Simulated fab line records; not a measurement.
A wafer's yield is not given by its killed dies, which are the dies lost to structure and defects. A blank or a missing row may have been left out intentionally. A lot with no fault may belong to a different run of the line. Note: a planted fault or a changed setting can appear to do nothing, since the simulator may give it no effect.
fab line records + flow nandHarc
record:
- lots: 14
- wafers: 42
- lastDay: 22
route steps=1159 shown A_ONON_D1@446 A_CHANNEL_HOLE_D1@451
lots untouched by any fault: they come from a run of this same line in which no faults occurred
startH: hours from the record's opening day to when the first of the lot's shown wafers began + waitH: hours from the lot's prior step to this one + " same as the row above + L1.1+2: several wafers, shown together as one row + - value missing, or start not given + * or withheld: withheld + < > ~ a bound
route shown NAME@n: NAME is a module with steps in the file, n the number in the route of the first one + usual: the fault-free wafers' mean and standard deviation + same: alike in all rows + chamber/n: place in a boat + sites: per-site readings + _std_site: the values' standard deviation + _edge_site: outer sites' mean less inner sites' + radiusMm: for every site, how far away it sits from the centre of the wafer + mask NAME#n: copy n + behind: tool/chamber where the wafer was last shaped + hold: cause of the lot's hold/its duration in hours/its outcome + device: names the non-switching transistor (n, p or np) + end of line: the route-end tests of the same wafers + a step without rows: its recipe alone + killed: the dies lost at the first sort to structure and to defects; this is not the yield of the wafer + map: shows each die of a wafer: x if killed, . if not, _ if none is there
set.NAME: the run value of the setting; set.NAME@STEP: its run value at that earlier step + model.NAME: the simulator's own value behind a step, which no gauge read
one table for each step of the route and one row for each wafer, over a sample of lots
services: from which hour (startH, from the record's first day; less than 0 if before it) a tool's chamber was out of use, for how many hours, and why
== steps ==
step: NHARC_A_ONON_D1_DEP_33
recipe:
- targetThkA: 2000
- tempC: 400
- pressureTorr: 6.5
- rfW: 900
- teosFlowSccm: 161.4
- flowSccm: 2650
- targetThkNm: 200
- gas: O2
- material: SiO2
usual:
- heaterPowerW: 558/92
- throttleValvePct: 15.8/0.43
| lot.wafer | tool     | chamber | startH | waitH | heaterPowerW | throttleValvePct |
|-----------|----------|---------|--------|-------|--------------|------------------|
| L436.4    | pecvd-01 | 2       | 168.86 | 0.2   | 560          | 16.0             |
| L436.6    | "        | 0       | "      | "     | 513          | 16.0             |
| L436.5    | "        | 1       | "      | "     | 449          | 15.7             |
| L439.1    | pecvd-01 | 2       | 184.88 | 0.1   | 664          | 16.3             |
| L439.2    | "        | 1       | "      | "     | 473          | 15.6             |
| L439.6    | "        | 2       | "      | "     | 660          | 16.0             |
| L438.3    | pecvd-04 | 1       | 184.88 | 0.1   | 625          | 15.6             |
| L438.1    | "        | 0       | "      | "     | 436          | 16.2             |
| L438.4    | "        | 1       | "      | "     | 626          | 15.5             |
| L437.4    | pecvd-02 | 2       | 185.22 | 0.3   | 514          | 15.1             |
| L437.5    | "        | 0       | "      | "     | 732          | 16.1             |
| L437.6    | "        | 2       | "      | "     | 512          | 15.3             |
| L441.2    | pecvd-01 | 0       | 185.30 | 0.1   | 574          | 15.9             |
| L441.5    | "        | 2       | "      | "     | 685          | 15.9             |
| L441.6    | "        | 1       | "      | "     | 504          | 15.5             |
| L440.1    | pecvd-02 | 2       | 197.14 | 0.1   | 527          | 15.3             |
| L440.2    | "        | 0       | "      | "     | 669          | 15.8             |
| L440.5    | "        | 0       | "      | "     | 688          | 15.9             |
| L445.2    | pecvd-04 | 1       | 222.67 | 0.1   | 556          | 15.5             |
| L445.1    | "        | 2       | "      | "     | 577          | 16.4             |
| L445.5    | "        | 1       | "      | "     | 559          | 15.1             |
| L442.3    | pecvd-04 | 2       | 222.94 | 0.1   | 714          | 16.5             |
| L442.6    | "        | 2       | "      | "     | 734          | 16.3             |
| L442.5    | "        | 0       | "      | "     | 471          | 15.7             |
| L443.2    | pecvd-04 | 1       | 223.21 | 0.3   | 521          | 15.4             |
| L443.6    | "        | 1       | "      | "     | 543          | 15.3             |
| L443.4    | "        | 0       | "      | "     | 360          | 15.4             |
| L444.1    | pecvd-01 | 1       | 230.75 | 0.1   | 418          | 16.0             |
| L444.4    | "        | 1       | "      | "     | 438          | 15.7             |
| L444.5    | "        | 2       | "      | "     | 645          | 16.4             |
| L448.1    | pecvd-01 | 1       | 251.17 | 0.1   | 507          | 16.0             |
| L448.2    | "        | 2       | "      | "     | 598          | 16.0             |
| L448.6    | "        | 1       | "      | "     | 519          | 15.7             |
| L454.2    | pecvd-01 | 1       | 270.35 | 0.1   | 493          | 15.9             |
| L454.3    | "        | 1       | "      | "     | 516          | 15.9             |
| L454.4    | "        | 0       | "      | "     | 671          | 15.9             |
| L451.2    | pecvd-02 | 0       | 270.69 | 0.2   | 767          | 16.2             |
| L451.1    | "        | 2       | "      | "     | 451          | 15.6             |
| L451.4    | "        | 1       | "      | "     | 646          | 15.3             |
| L452.3    | pecvd-04 | 2       | 270.69 | 0.1   | 679          | 16.7             |
| L452.1    | "        | 0       | "      | "     | 438          | 15.7             |
| L452.6    | "        | 0       | "      | "     | 441          | 15.6             |
step: NHARC_A_CHANNEL_HOLE_D1_DEP_01
recipe:
- targetThkA: 1400
- targetThkNm: 140
- tempC: 400
- pressureTorr: 3.5
- flowSccm: 200
- rfW: 350
- material: SiON
usual:
- heaterPowerW: 734/98
| lot.wafer | tool     | chamber | startH | waitH | heaterPowerW |
|-----------|----------|---------|--------|-------|--------------|
| L436.4    | pecvd-04 | 0       | 173.64 | 0.7   | 595          |
| L436.5    | "        | 1       | "      | "     | 755          |
| L436.6    | "        | 2       | "      | "     | 904          |
| L439.1    | pecvd-04 | 0       | 187.81 | 1.7   | 554          |
| L439.2    | "        | 1       | "      | "     | 762          |
| L439.6    | "        | 1       | "      | "     | 755          |
| L438.1    | pecvd-02 | 0       | 188.15 | 1.7   | 905          |
| L438.4    | "        | 2       | "      | "     | 730          |
| L438.3    | "        | 0       | "      | "     | 923          |
| L437.4    | pecvd-02 | 0       | 188.45 | 0.8   | 821          |
| L437.6    | "        | 0       | "      | "     | 813          |
| L437.5    | "        | 2       | "      | "     | 599          |
| L441.2    | pecvd-04 | 2       | 189.78 | 1.4   | 823          |
| L441.6    | "        | 1       | "      | "     | 810          |
| L441.5    | "        | 2       | "      | "     | 838          |
| L440.2    | pecvd-02 | 0       | 200.00 | 1.3   | 893          |
| L440.1    | "        | 1       | "      | "     | 695          |
| L440.5    | "        | 0       | "      | "     | 908          |
| L445.1    | pecvd-03 | 1       | 225.15 | 1.6   | 657          |
| L445.2    | "        | 0       | "      | "     | 672          |
| L445.5    | "        | 2       | "      | "     | 720          |
| L442.3    | pecvd-02 | 0       | 225.59 | 1.1   | 810          |
| L442.6    | "        | 0       | "      | "     | 828          |
| L442.5    | "        | 1       | "      | "     | 811          |
| L443.2    | pecvd-04 | 0       | 225.70 | 1.3   | 675          |
| L443.6    | "        | 2       | "      | "     | 815          |
| L443.4    | "        | 1       | "      | "     | 759          |
| L444.1    | pecvd-03 | 2       | 233.32 | 1.7   | 850          |
| L444.5    | "        | 0       | "      | "     | 777          |
| L444.4    | "        | 1       | "      | "     | 619          |
| L448.1    | pecvd-04 | 2       | 254.33 | 1.6   | 869          |
| L448.2    | "        | 0       | "      | "     | 588          |
| L448.6    | "        | 0       | "      | "     | 569          |
| L454.3    | pecvd-03 | 1       | 272.95 | 1.0   | 648          |
| L454.2    | "        | 2       | "      | "     | 735          |
| L454.4    | "        | 1       | "      | "     | 646          |
| L451.1    | pecvd-04 | 2       | 273.19 | 1.6   | 913          |
| L451.2    | "        | 0       | "      | "     | 572          |
| L451.4    | "        | 1       | "      | "     | 745          |
| L452.1    | pecvd-04 | 2       | 274.89 | 1.7   | 938          |
| L452.3    | "        | 0       | "      | "     | 609          |
| L452.6    | "        | 1       | "      | "     | 679          |
step: NHARC_A_CHANNEL_HOLE_D1_DEVELOP_09
recipe:
- developTimeS: 35
- devTempC: 23
usual:
- chillPlateTempC: 22.99/0.096
- developTimeS: 35/0
| lot.wafer | tool          | chamber | startH | waitH | chillPlateTempC | developTimeS |
|-----------|---------------|---------|--------|-------|-----------------|--------------|
| L436.4    | lithoTrack-01 | 0       | 174    | -     | 23.11           | 35           |
| L436.5    | "             | 0       | "      | "     | 23.05           | 35           |
| L436.6    | "             | 0       | "      | "     | 23.23           | 35           |
| L439.1    | lithoTrack-01 | 0       | 188    | -     | 23.11           | 35           |
| L439.2    | "             | 0       | "      | "     | 22.99           | 35           |
| L439.6    | "             | 0       | "      | "     | 23.03           | 35           |
| L438.1    | lithoTrack-01 | 0       | 188    | -     | 23.04           | 35           |
| L438.3    | "             | 0       | "      | "     | 22.99           | 35           |
| L438.4    | "             | 0       | "      | "     | 22.98           | 35           |
| L437.4    | lithoTrack-04 | 0       | 189    | -     | 22.91           | 35           |
| L437.5    | "             | 0       | "      | "     | 23.10           | 35           |
| L437.6    | "             | 0       | "      | "     | 22.98           | 35           |
| L441.2    | lithoTrack-04 | 0       | 190    | -     | 22.89           | 35           |
| L441.5    | "             | 0       | "      | "     | 23.03           | 35           |
| L441.6    | "             | 0       | "      | "     | 23.23           | 35           |
| L440.1    | lithoTrack-01 | 0       | 200    | -     | 23.10           | 35           |
| L440.2    | "             | 0       | "      | "     | 23.09           | 35           |
| L440.5    | "             | 0       | "      | "     | 23.11           | 35           |
| L445.1    | lithoTrack-04 | 0       | 225    | -     | 22.89           | 35           |
| L445.2    | "             | 0       | "      | "     | 22.96           | 35           |
| L445.5    | "             | 0       | "      | "     | 22.95           | 35           |
| L442.3    | lithoTrack-01 | 0       | 226    | -     | 23.02           | 35           |
| L442.5    | "             | 0       | "      | "     | 22.84           | 35           |
| L442.6    | "             | 0       | "      | "     | 23.13           | 35           |
| L443.2    | lithoTrack-01 | 0       | 226    | -     | 22.97           | 35           |
| L443.4    | "             | 0       | "      | "     | 23.02           | 35           |
| L443.6    | "             | 0       | "      | "     | 23.03           | 35           |
| L444.1    | lithoTrack-06 | 0       | 233    | -     | 22.96           | 35           |
| L444.4    | "             | 0       | "      | "     | 22.87           | 35           |
| L444.5    | "             | 0       | "      | "     | 23.06           | 35           |
| L448.1    | lithoTrack-04 | 0       | 254    | -     | 23.10           | 35           |
| L448.2    | "             | 0       | "      | "     | 22.96           | 35           |
| L448.6    | "             | 0       | "      | "     | 22.95           | 35           |
| L454.2    | lithoTrack-04 | 0       | 273    | -     | 23.05           | 35           |
| L454.3    | "             | 0       | "      | "     | 23.15           | 35           |
| L454.4    | "             | 0       | "      | "     | 22.98           | 35           |
| L451.1    | lithoTrack-06 | -       | 273    | -     | -               | -            |
| L451.2    | "             | -       | "      | "     | -               | -            |
| L451.4    | "             | -       | "      | "     | -               | -            |
| L452.1    | lithoTrack-04 | -       | 275    | -     | -               | -            |
| L452.3    | "             | -       | "      | "     | -               | -            |
| L452.6    | "             | -       | "      | "     | -               | -            |
step: NHARC_A_CHANNEL_HOLE_D1_ETCH_24
recipe:
- biasV: 5000
- sourceW: withheld
- pressureMtorr: 20
- timeS: 906.2
- arFlowSccm: 375
- c4f8FlowSccm: 93.8
- o2FlowSccm: 31.2
- tempC: -20
- targetDepthA: 15000
- chemistry: C4F8/O2/Ar
usual:
- c4f8FlowSccm: 93.79/0.28
- drypumpMotorCurrentA: 5.5/0.49
- escClampCurrentUA: 0.02118/0.00019
- showerheadPlenumPTorr: 3.78/0.077
- tempC: -20.01/0.11
- throttleValvePct: 32.235/0.0091
same:
- timeS: 906.2
| lot.wafer | tool       | chamber | startH | waitH | c4f8FlowSccm | drypumpMotorCurrentA | escClampCurrentUA | rfHoursCounterH | showerheadPlenumPTorr | tempC  | throttleValvePct |
|-----------|------------|---------|--------|-------|--------------|----------------------|-------------------|-----------------|-----------------------|--------|------------------|
| L436.4    | harEtch-01 | 0       | 178.05 | 0.6   | 93.25        | 4.8                  | 0.02132           | -               | 3.82                  | -19.86 | 32.225           |
| L436.5    | "          | 0       | "      | "     | 93.22        | 4.8                  | 0.0213            | -               | 3.82                  | -19.89 | 32.219           |
| L436.6    | "          | 1       | "      | "     | 93.85        | 6.0                  | 0.02096           | -               | 3.82                  | -19.98 | 32.240           |
| L439.2    | harEtch-01 | 1       | 191.99 | 0.6   | 94.01        | 5.9                  | 0.02095           | 192             | 3.82                  | -20.05 | 32.222           |
| L439.1    | "          | 0       | "      | "     | 93.76        | 4.8                  | 0.0213            | 192             | 3.82                  | -20.03 | 32.230           |
| L439.6    | "          | 0       | "      | "     | 94.10        | 4.8                  | 0.02123           | -               | 3.82                  | -19.68 | 32.239           |
| L438.1    | harEtch-02 | 1       | 192.67 | 0.6   | 93.84        | 5.3                  | 0.02141           | 106             | 3.66                  | -20.01 | 32.233           |
| L438.3    | "          | 0       | "      | "     | 93.76        | 6.0                  | 0.02108           | -               | 3.87                  | -19.82 | 32.246           |
| L438.4    | "          | 1       | "      | "     | 93.97        | 5.3                  | 0.02137           | -               | 3.66                  | -20.03 | 32.231           |
| L437.4    | harEtch-01 | 0       | 196.55 | 0.6   | 93.91        | 4.8                  | 0.02127           | -               | 3.82                  | -19.92 | 32.223           |
| L437.5    | "          | 1       | "      | "     | 94.45        | 6.0                  | 0.02099           | -               | 3.82                  | -20.11 | 32.231           |
| L437.6    | "          | 0       | "      | "     | 94.00        | 4.8                  | 0.02127           | -               | 3.82                  | -19.99 | 32.255           |
| L441.2    | harEtch-02 | 1       | 196.84 | 0.6   | 94.02        | 5.3                  | 0.02138           | 109             | 3.66                  | -20.04 | 32.237           |
| L441.5    | "          | 0       | "      | "     | 93.43        | 6.0                  | 0.02104           | -               | 3.87                  | -20.21 | 32.229           |
| L441.6    | "          | 1       | "      | "     | 93.85        | 5.3                  | 0.02126           | -               | 3.66                  | -20.06 | 32.242           |
| L440.1    | harEtch-01 | 1       | 204.21 | 0.6   | 93.80        | 5.9                  | 0.02094           | 201             | 3.81                  | -19.98 | 32.227           |
| L440.2    | "          | 0       | "      | "     | 93.63        | 4.8                  | 0.02129           | 201             | 3.81                  | -19.97 | 32.246           |
| L440.5    | "          | 0       | "      | "     | 93.97        | 4.8                  | 0.02127           | -               | 3.81                  | -20.08 | 32.237           |
| L445.1    | harEtch-02 | 0       | 229.40 | 0.6   | 93.06        | 6.0                  | 0.02115           | 118             | 3.86                  | -19.95 | 32.238           |
| L445.2    | "          | 1       | "      | "     | 93.35        | 5.3                  | 0.02136           | 118             | 3.65                  | -19.78 | 32.223           |
| L445.5    | "          | 0       | "      | "     | 93.72        | 6.0                  | 0.02101           | -               | 3.86                  | -20.13 | 32.239           |
| L442.3    | harEtch-01 | 1       | 230.10 | 0.6   | 93.63        | 6.0                  | 0.02094           | -               | 3.81                  | -20.06 | 32.245           |
| L442.5    | "          | 0       | "      | "     | 93.58        | 4.8                  | 0.02131           | -               | 3.81                  | -20.03 | 32.241           |
| L442.6    | "          | 1       | "      | "     | 93.72        | 5.9                  | 0.02093           | -               | 3.81                  | -19.98 | 32.230           |
| L443.2    | harEtch-02 | 1       | 233.70 | 0.6   | 93.73        | 5.3                  | 0.02142           | 122             | 3.65                  | -20.07 | 32.232           |
| L443.4    | "          | 0       | "      | "     | 94.01        | 6.0                  | 0.02105           | -               | 3.86                  | -19.91 | 32.223           |
| L443.6    | "          | 0       | "      | "     | 93.66        | 6.0                  | 0.02108           | -               | 3.86                  | -19.90 | 32.223           |
| L444.1    | harEtch-01 | 1       | 237.74 | 0.6   | 93.43        | 5.9                  | 0.02095           | 212             | 3.81                  | -19.99 | 32.240           |
| L444.4    | "          | 1       | "      | "     | 93.57        | 5.9                  | 0.0209            | -               | 3.81                  | -20.00 | 32.235           |
| L444.5    | "          | 1       | "      | "     | 93.51        | 5.9                  | 0.021             | -               | 3.81                  | -20.07 | 32.241           |
| L448.2    | harEtch-02 | 0       | 258.55 | 0.6   | 93.69        | 6.0                  | 0.02109           | 134             | 3.85                  | -19.85 | 32.221           |
| L448.1    | "          | 1       | "      | "     | 94.14        | 5.3                  | 0.02147           | 134             | 3.64                  | -20.04 | 32.231           |
| L448.6    | "          | 1       | "      | "     | 94.16        | 5.3                  | 0.02136           | -               | 3.64                  | -20.05 | 32.242           |
| L454.2    | harEtch-01 | 1       | 277.40 | 0.6   | 93.61        | 5.9                  | 0.02095           | 230             | 3.80                  | -19.99 | 32.237           |
| L454.4    | "          | 0       | "      | "     | 93.71        | 4.8                  | 0.02134           | -               | 3.80                  | -20.07 | 32.235           |
| L454.3    | "          | 1       | "      | "     | 93.78        | 5.9                  | 0.02091           | -               | 3.80                  | -19.84 | 32.232           |
| L451.1    | harEtch-02 | 1       | 281.28 | 0.6   | 93.99        | 5.3                  | 0.02148           | 143             | 3.64                  | -20.01 | 32.224           |
| L451.2    | "          | 0       | "      | "     | 93.61        | 6.0                  | 0.02104           | 143             | 3.85                  | -20.06 | 32.243           |
| L451.4    | "          | 1       | "      | "     | 94.01        | 5.3                  | 0.02142           | -               | 3.64                  | -20.07 | 32.230           |
| L452.1    | harEtch-01 | 1       | 281.55 | 0.6   | 94.27        | 5.9                  | 0.02098           | 234             | 3.80                  | -19.90 | 32.229           |
| L452.3    | "          | 0       | "      | "     | 93.83        | 4.8                  | 0.02134           | -               | 3.80                  | -20.05 | 32.243           |
| L452.6    | "          | 0       | "      | "     | 94.15        | 4.8                  | 0.02135           | -               | 3.80                  | -20.07 | 32.242           |
== services ==
| tool          | chamber | startH | hours | kind      |
|---------------|---------|--------|-------|-----------|
| pecvd-02      | 1       | 146.29 | 48.7  | repair    |
| pecvd-02      | -       | 153.00 | 13.0  | pm        |
| pecvd-02      | 0       | 153.00 | 13.0  | ventCycle |
| pecvd-02      | 2       | 153.00 | 13.0  | ventCycle |
| pecvd-02      | 0       | 166.00 | -     | clean     |
| pecvd-02      | 2       | 166.00 | -     | clean     |
| pecvd-02      | -       | 166.20 | 3.0   | repair    |
| pecvd-01      | -       | 185.65 | 0.9   | repair    |
| pecvd-01      | -       | 186.91 | 2.0   | repair    |
| pecvd-03      | -       | 188.72 | 0.6   | repair    |
| pecvd-04      | -       | 195.00 | 13.0  | pm        |
| pecvd-04      | 0       | 195.00 | 13.0  | ventCycle |
| pecvd-04      | 1       | 195.00 | 13.0  | ventCycle |
| pecvd-04      | 2       | 195.00 | 13.0  | ventCycle |
| harEtch-02    | -       | 200.52 | 0.9   | repair    |
| pecvd-04      | 0       | 208.00 | -     | clean     |
| pecvd-04      | 1       | 208.00 | -     | clean     |
| pecvd-04      | 2       | 208.00 | -     | clean     |
| pecvd-01      | -       | 237.21 | 13.0  | pm        |
| pecvd-01      | 0       | 237.21 | 13.0  | ventCycle |
| pecvd-04      | 2       | 237.95 | 12.5  | repair    |
| pecvd-02      | -       | 243.43 | 2.9   | repair    |
| pecvd-01      | 2       | 263.70 | 19.5  | repair    |
| lithoTrack-01 | -       | 268.00 | 7.0   | pm        |
== key ==
firstSign:
- step: NHARC_A_CHANNEL_HOLE_D1_DEVELOP_09
- reading: toolRecord
- direction: missing
effect none on later readings
metAt NHARC_A_CHANNEL_HOLE_D1_DEVELOP_09
struckLots L451,L452
laterRowsLeftOut L451.1,L451.2,L451.4,L452.1,L452.3,L452.6
sortLeftOut L451.1,L451.2,L451.4,L452.1,L452.3,L452.6
testerLeftOut L451,L452
notActingAt NHARC_A_ONON_D1_DEP_33,NHARC_A_CHANNEL_HOLE_D1_DEP_01,NHARC_A_CHANNEL_HOLE_D1_ETCH_24
fault:
- kind: skippedStepWhole
- tool: lithoTrack-04,lithoTrack-06
- chamber: -
- onsetH: 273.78
- steps: NHARC_A_CHANNEL_HOLE_D1_DEVELOP_09
- scope: struckLotsOnly
testerLeftOut: of these lots the tester's yield and bins aren't shown, on N5 and GAA mostly nor the transistor test; their killed dies are dies lost to structure and defects alone, not to doping, threshold or leakage, so they don't give the yield
sortLeftOut: the simulated sort isn't trusted on such a fault, so these wafers' sort isn't shown, and their yield isn't known
laterRowsLeftOut: the simulator's readings of these wafers behind a module that went badly wrong aren't trusted and aren't shown, but for the sort
